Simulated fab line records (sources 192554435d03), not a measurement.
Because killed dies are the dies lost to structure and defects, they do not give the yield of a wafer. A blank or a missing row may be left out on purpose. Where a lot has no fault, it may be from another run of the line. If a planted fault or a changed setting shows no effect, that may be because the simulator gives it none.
A single fault, viewed from 2 desks | flow n5 finfet | each desk has only its own numbers; what lay behind them comes last

TOOL OWNER'S DESK, rie diel-03
The tool's own readings at N5_BEOL_M9_ETCH_41 (etches SiCN in CH3F/O2, target depth 36.6 nm, time 70.1 s): means of the sampled wafers that have a number, for each lot that ran on this tool. Marked OUT: a lot whose mean sits more than 4 standard deviations from the usual mean, which makes it out of limits; the brackets give that distance.
Columns: A = CH3F_flow_sccm at N5_BEOL_M9_ETCH_41, usual 30.00 sccm; B = chamber pressure mTorr at N5_BEOL_M9_ETCH_41, usual 30.001 mTorr; C = drypump motor current A at N5_BEOL_M9_ETCH_41, usual 5.8 A; D = oes product au at N5_BEOL_M9_ETCH_41, usual 0.74 a.u.; E = rf vpp V at N5_BEOL_M9_ETCH_41, usual 297.6 V; F = showerhead plenum p Torr at N5_BEOL_M9_ETCH_41, usual 2.01 Torr; G = throttle valve pct at N5_BEOL_M9_ETCH_41, usual 16.39 %
lot  | first seen here | A     | B      | C   | D    | E     | F    | G
L492 | day 9 23:30     | 29.92 | 30.001 | 5.9 | 0.70 | 296.8 | 1.98 | 16.43
L494 | day 10 14:00    | 30.03 | 29.991 | 5.8 | 0.72 | 296.3 | 1.98 | 16.37
L495 | day 11 00:58    | 30.05 | 30.026 | 5.8 | 0.71 | 297.2 | 1.97 | 16.37
L504 | day 13 19:57    | 29.99 | 30.032 | 6.0 | 0.75 | 296.5 | 1.96 | 16.27
L511 | day 15 00:46    | 30.03 | 30.000 | 5.6 | 0.91 | 296.2 | 1.96 | 16.24
L514 | day 16 14:04    | 30.05 | 29.997 | 5.7 | 0.92 | 296.0 | 1.96 | 16.21
This desk's verdict: no lot among the 6 shows anything out of limits.

THE METROLOGY DESK
Lot by lot, what the gauges showed, no matter which tool ran the lot: averages of those sampled wafers that carry a number. Marked OUT: a lot whose mean sits more than 4 standard deviations from the usual mean, which makes it out of limits; the brackets give that distance.
Columns: A = cd nm at N5_BEOL_M9_CD_MEAS_18, usual 69.8 nm
lot  | first seen here | A
L493 | day 9 22:23     | 69.9
L492 | day 9 22:37     | 70.0
L494 | day 10 11:58    | 69.0
L495 | day 10 21:43    | 70.4
L497 | day 11 01:08    | 69.7
L502 | day 13 18:44    | 69.0
L504 | day 13 18:57    | 69.7
L511 | day 14 20:46    | 69.8
L513 | day 15 23:47    | 70.3
L514 | day 16 09:37    | 69.9
This desk's verdict: no lot among the 10 shows anything out of limits.

TAKEN TOGETHER
The tool owner's desk saw nothing out of limits.
From the metrology desk's view, nothing was out of limits.

WHAT THE SIMULATOR HAD INSERTED
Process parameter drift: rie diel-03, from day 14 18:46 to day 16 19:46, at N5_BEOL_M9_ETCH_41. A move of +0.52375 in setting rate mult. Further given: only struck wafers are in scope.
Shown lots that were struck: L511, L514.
